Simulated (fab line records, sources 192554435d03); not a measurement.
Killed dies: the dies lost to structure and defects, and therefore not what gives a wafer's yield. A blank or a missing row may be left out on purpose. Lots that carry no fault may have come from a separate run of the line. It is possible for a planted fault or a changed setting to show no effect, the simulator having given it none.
A sampling plan put to the test | flow n5 finfet | one line in one fab, 43 faults in these records, each fault weighed on the records of the lots it struck
The plan is the line's own looks: the steps of the route at which a gauge or an inspection reads the wafer and doesn't change it. A look is open to judgement when struck wafers have a number at it and the file gives its usual mean and standard deviation on fault-free wafers. Caught: the struck wafers' mean, at a look after the fault's first step, is 4 or more of those standard deviations (sigma) away from the usual mean. On the tool: the same test on the tool's own readings at the fault's steps. Another recipe on the struck wafers, or a record that is blank for them alone, also counts as caught.

THE FAULTS, as the simulator had put them in
1. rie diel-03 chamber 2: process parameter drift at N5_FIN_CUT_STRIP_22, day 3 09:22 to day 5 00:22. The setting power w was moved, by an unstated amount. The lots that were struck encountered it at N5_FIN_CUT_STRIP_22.
2. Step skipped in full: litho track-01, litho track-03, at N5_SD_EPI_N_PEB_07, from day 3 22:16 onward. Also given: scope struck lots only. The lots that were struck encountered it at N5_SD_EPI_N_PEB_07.
3. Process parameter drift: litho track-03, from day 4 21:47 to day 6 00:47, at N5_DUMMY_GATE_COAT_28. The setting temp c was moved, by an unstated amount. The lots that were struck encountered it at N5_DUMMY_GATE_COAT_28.
4. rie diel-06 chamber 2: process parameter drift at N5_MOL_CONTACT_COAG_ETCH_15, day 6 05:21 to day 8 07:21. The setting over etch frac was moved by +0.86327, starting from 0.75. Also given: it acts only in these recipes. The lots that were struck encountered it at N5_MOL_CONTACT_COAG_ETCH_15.
5. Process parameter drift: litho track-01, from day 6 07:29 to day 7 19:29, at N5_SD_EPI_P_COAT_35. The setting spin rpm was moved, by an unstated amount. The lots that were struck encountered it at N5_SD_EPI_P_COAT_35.
6. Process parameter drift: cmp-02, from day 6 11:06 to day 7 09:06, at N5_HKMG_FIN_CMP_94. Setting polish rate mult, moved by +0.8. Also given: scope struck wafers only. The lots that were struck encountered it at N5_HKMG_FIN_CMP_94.
7. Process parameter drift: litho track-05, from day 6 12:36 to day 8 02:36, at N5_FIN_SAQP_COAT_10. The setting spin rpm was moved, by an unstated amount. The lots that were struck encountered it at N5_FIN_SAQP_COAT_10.
8. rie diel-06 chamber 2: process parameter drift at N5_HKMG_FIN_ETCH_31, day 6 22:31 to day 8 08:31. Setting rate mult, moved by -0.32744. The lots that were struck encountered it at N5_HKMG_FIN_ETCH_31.
9. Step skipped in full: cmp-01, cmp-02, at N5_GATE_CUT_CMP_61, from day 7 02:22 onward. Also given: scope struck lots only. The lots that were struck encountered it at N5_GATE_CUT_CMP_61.
10. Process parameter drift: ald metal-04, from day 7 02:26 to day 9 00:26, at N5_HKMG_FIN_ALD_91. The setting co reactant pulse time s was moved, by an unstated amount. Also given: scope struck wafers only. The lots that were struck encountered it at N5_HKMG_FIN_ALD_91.
11. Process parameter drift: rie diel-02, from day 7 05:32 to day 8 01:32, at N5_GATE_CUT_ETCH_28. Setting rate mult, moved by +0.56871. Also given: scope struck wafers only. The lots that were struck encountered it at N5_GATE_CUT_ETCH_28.
12. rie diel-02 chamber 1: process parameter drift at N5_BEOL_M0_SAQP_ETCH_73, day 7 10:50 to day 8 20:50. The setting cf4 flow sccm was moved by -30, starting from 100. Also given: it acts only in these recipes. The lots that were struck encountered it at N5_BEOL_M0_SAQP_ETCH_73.
13. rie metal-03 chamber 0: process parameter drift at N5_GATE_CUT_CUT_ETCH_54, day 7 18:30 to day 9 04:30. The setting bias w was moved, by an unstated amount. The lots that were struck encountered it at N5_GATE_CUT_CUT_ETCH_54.
14. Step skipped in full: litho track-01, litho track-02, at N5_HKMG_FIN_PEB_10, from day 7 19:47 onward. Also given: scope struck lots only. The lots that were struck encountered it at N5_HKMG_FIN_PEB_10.
15. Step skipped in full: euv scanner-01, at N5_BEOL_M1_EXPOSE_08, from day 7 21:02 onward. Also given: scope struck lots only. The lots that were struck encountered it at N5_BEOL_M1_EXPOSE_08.
16. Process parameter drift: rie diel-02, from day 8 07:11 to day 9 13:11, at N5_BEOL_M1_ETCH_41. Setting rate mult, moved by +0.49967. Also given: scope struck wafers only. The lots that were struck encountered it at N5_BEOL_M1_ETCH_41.
17. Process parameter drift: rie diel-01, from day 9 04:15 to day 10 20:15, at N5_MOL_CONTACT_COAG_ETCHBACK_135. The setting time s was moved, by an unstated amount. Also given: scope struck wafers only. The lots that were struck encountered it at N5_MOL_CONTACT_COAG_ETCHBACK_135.
18. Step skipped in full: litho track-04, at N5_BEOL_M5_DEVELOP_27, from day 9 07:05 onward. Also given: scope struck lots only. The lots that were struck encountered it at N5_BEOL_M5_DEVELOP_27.
19. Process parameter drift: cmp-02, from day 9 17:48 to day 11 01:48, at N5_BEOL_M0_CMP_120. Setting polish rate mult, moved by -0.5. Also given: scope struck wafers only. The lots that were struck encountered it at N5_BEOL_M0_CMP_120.
20. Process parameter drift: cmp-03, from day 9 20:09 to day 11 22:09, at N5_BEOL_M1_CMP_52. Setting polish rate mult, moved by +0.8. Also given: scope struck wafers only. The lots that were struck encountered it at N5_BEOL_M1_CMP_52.
21. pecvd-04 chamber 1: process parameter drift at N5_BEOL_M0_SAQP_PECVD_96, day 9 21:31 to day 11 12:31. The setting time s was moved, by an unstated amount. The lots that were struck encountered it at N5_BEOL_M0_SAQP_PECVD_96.
22. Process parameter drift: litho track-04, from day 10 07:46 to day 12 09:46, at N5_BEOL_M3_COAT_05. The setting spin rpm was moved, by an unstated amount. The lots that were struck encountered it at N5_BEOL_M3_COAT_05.
23. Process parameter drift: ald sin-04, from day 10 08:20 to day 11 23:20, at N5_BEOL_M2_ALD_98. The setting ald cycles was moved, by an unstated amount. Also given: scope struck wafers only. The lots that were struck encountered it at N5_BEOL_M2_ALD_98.
24. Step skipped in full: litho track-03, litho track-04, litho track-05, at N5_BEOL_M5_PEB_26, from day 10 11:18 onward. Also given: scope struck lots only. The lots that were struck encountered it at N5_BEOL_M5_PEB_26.
25. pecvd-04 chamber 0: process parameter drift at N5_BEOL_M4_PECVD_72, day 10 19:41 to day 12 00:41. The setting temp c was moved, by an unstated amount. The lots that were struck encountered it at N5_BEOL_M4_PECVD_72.
26. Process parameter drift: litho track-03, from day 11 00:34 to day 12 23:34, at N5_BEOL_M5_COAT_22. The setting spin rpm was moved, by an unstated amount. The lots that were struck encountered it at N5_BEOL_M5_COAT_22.
27. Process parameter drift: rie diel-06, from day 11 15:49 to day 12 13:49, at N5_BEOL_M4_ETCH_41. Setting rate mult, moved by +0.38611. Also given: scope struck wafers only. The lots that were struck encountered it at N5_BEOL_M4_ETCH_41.
28. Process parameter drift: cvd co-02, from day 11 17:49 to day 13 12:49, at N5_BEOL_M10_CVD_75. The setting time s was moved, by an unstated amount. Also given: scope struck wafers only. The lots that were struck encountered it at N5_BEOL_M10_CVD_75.
29. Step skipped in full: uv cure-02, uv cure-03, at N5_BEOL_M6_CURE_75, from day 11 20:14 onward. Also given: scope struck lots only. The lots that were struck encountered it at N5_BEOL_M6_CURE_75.
30. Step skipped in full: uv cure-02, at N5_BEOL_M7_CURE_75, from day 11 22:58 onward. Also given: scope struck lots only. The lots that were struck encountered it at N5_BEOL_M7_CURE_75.
31. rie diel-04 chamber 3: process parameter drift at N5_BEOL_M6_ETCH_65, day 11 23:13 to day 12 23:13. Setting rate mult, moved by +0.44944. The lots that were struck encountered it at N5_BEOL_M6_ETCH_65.
32. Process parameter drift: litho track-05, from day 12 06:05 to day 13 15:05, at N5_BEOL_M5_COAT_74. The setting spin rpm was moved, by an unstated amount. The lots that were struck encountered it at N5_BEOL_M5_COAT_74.
33. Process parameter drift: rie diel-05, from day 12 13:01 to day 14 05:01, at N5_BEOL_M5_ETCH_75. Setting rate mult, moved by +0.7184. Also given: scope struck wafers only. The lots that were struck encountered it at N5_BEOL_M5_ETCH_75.
34. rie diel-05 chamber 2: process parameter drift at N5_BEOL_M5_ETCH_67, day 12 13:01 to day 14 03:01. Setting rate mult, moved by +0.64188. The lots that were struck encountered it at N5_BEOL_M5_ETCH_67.
35. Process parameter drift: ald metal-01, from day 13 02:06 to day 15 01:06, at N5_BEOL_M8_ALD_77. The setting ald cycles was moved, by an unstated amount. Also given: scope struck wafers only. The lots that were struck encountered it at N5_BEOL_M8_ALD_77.
36. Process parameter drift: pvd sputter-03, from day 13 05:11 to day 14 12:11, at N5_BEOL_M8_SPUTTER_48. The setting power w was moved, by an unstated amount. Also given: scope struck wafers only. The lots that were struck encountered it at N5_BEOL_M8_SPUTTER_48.
37. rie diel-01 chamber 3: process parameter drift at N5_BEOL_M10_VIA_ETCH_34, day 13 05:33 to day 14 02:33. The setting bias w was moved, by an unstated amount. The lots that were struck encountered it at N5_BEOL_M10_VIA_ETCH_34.
38. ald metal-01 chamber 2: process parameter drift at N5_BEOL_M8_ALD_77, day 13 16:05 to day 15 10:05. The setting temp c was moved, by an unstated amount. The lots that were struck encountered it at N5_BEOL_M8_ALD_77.
39. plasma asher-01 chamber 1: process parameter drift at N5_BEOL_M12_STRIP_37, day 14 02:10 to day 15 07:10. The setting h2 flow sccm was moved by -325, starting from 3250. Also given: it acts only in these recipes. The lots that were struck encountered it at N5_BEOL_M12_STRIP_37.
40. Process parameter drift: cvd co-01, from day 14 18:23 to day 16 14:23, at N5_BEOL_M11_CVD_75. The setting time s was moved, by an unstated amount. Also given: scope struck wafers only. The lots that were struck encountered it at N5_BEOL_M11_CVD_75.
41. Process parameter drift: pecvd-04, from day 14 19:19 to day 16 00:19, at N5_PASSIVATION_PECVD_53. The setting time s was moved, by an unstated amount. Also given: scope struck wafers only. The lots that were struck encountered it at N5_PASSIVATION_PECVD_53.
42. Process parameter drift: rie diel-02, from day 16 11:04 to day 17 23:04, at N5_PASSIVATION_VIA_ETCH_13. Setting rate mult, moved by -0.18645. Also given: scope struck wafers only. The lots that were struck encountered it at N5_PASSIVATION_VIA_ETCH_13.
43. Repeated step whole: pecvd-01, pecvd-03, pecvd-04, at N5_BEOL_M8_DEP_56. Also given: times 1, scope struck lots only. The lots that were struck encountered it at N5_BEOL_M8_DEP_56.

WHAT THE PLAN SAW
fault | on the tool itself                               | first look that catches it                      | reading, sigma                                                 | median hours from its first step to that look | hours from the fault's start to the first struck lot there | judged looks passed uncaught
1     | power w -32 sigma                                | not the one look that can be judged after it    | strongest: SS_P at N5_BEOL_M4_RC_MEAS_101, -2.0                | -                                             | -                                                          | 1
2     | the tool's record is blank for the struck wafers | no look after it can be judged                  | -                                                              | -                                             | -                                                          | 0
3     | plate temp C -48 sigma                           | none of the 2 looks that can be judged after it | -                                                              | -                                             | -                                                          | 2
4     | under 2 sigma                                    | not the one look that can be judged after it    | -                                                              | -                                             | -                                                          | 1
5     | spin speed rpm -99 or beyond sigma               | not the one look that can be judged after it    | -                                                              | -                                             | -                                                          | 1
6     | under 2 sigma                                    | none of the 2 looks that can be judged after it | -                                                              | -                                             | -                                                          | 2
7     | spin speed rpm +99 or beyond sigma               | not the one look that can be judged after it    | -                                                              | -                                             | -                                                          | 1
8     | etch rf on time s +12 sigma                      | not the one look that can be judged after it    | -                                                              | -                                             | -                                                          | 1
9     | the tool's record is blank for the struck wafers | none of the 2 looks that can be judged after it | strongest: MD_CAP_THK at N5_MOL_CONTACT_COAG_THK_MEAS_29, +3.5 | -                                             | -                                                          | 2
10    | under 2 sigma                                    | not the one look that can be judged after it    | -                                                              | -                                             | -                                                          | 1
11    | etch rf on time s -10 sigma                      | not the one look that can be judged after it    | -                                                              | -                                             | -                                                          | 1
12    | cf4 flow sccm -99 or beyond sigma                | not the one look that can be judged after it    | -                                                              | -                                             | -                                                          | 1
13    | bias w +17 sigma                                 | not the one look that can be judged after it    | -                                                              | -                                             | -                                                          | 1
14    | the tool's record is blank for the struck wafers | no look after it can be judged                  | -                                                              | -                                             | -                                                          | 0
15    | no reading that can be judged                    | no look after it can be judged                  | -                                                              | -                                             | -                                                          | 0
16    | only faintly: oes product au +3.1 sigma          | not the one look that can be judged after it    | -                                                              | -                                             | -                                                          | 1
17    | run length s +4.1 sigma                          | not the one look that can be judged after it    | -                                                              | -                                             | -                                                          | 1
18    | the tool's record is blank for the struck wafers | no look after it can be judged                  | -                                                              | -                                             | -                                                          | 0
19    | barrier field endpoint s +26 sigma               | N5_BEOL_M0_INSPECT_127                          | raw defect count +99 or beyond                                 | 0.6                                           | 6                                                          | 0
20    | barrier field endpoint s -16 sigma               | not the one look that can be judged after it    | -                                                              | -                                             | -                                                          | 1
21    | only faintly: run length s -3.0 sigma            | not the one look that can be judged after it    | -                                                              | -                                             | -                                                          | 1
22    | spin speed rpm -99 or beyond sigma               | not the one look that can be judged after it    | -                                                              | -                                             | -                                                          | 1
23    | under 2 sigma                                    | not the one look that can be judged after it    | -                                                              | -                                             | -                                                          | 1
24    | the tool's record is blank for the struck wafers | no look after it can be judged                  | -                                                              | -                                             | -                                                          | 0
25    | susceptor temp C +15 sigma                       | not the one look that can be judged after it    | -                                                              | -                                             | -                                                          | 1
26    | spin speed rpm +99 or beyond sigma               | no look after it can be judged                  | -                                                              | -                                             | -                                                          | 0
27    | only faintly: oes product au +3.0 sigma          | not the one look that can be judged after it    | -                                                              | -                                             | -                                                          | 1
28    | run length s -98 sigma                           | not the one look that can be judged after it    | -                                                              | -                                             | -                                                          | 1
29    | the tool's record is blank for the struck wafers | no look after it can be judged                  | -                                                              | -                                             | -                                                          | 0
30    | the tool's record is blank for the struck wafers | no look after it can be judged                  | -                                                              | -                                             | -                                                          | 0
31    | etch rf on time s -10 sigma                      | not the one look that can be judged after it    | -                                                              | -                                             | -                                                          | 1
32    | spin speed rpm -99 or beyond sigma               | no look after it can be judged                  | -                                                              | -                                             | -                                                          | 0
33    | etch rf on time s -14 sigma                      | no look after it can be judged                  | -                                                              | -                                             | -                                                          | 0
34    | etch rf on time s -13 sigma                      | no look after it can be judged                  | -                                                              | -                                             | -                                                          | 0
35    | under 2 sigma                                    | no look after it can be judged                  | -                                                              | -                                             | -                                                          | 0
36    | cathode dc power W -99 or beyond sigma           | no look after it can be judged                  | -                                                              | -                                             | -                                                          | 0
37    | bias w +20 sigma                                 | no look after it can be judged                  | -                                                              | -                                             | -                                                          | 0
38    | susceptor temp C -74 sigma                       | no look after it can be judged                  | -                                                              | -                                             | -                                                          | 0
39    | h2 flow sccm -36 sigma                           | no look after it can be judged                  | -                                                              | -                                             | -                                                          | 0
40    | run length s -99 or beyond sigma                 | no look after it can be judged                  | -                                                              | -                                             | -                                                          | 0
41    | run length s -80 sigma                           | not the one look that can be judged after it    | -                                                              | -                                             | -                                                          | 1
42    | etch rf on time s +7.4 sigma                     | no look after it can be judged                  | -                                                              | -                                             | -                                                          | 0
43    | under 2 sigma                                    | no look after it can be judged                  | -                                                              | -                                             | -                                                          | 0
A dash: the fault isn't caught, or these records don't give the number.

Caught at a look: 1 of 43. Caught on the tool: 33 of 43. By one or the other: 33 of 43.
On the tool alone, faults 1, 2, 3, 5, 7, 8, 9, 11, 12, 13, 14, 17, 18, 20, 22, 24, 25, 26, 28, 29, 30, 31, 32, 33, 34, 36, 37, 38, 39, 40, 41, 42 were caught.
Caught by neither: faults 4, 6, 10, 15, 16, 21, 23, 27, 35, 43.

THINNER SAMPLING
In the worst case, this is how late the first struck lot would be measured if the look that catches a fault measured only every second or every third lot, by lot number:
fault | struck lots at that look, in order of time | every lot | every second lot | every third lot
19    | L611, L614                                 | 6 h       | 25 h             | may miss all 2
Hours: fault start to first struck lot measured. The limit of 4 sigma was tested on all struck wafers together, so one lot alone may lie under it. Other struck lots may not be in these records.

THE LONGEST TIMED WAY FROM STEP TO LOOK
In fault 19, a median of 0.6 hours elapses between N5_BEOL_M0_CMP_120 and N5_BEOL_M0_INSPECT_127. No look between them can be judged.
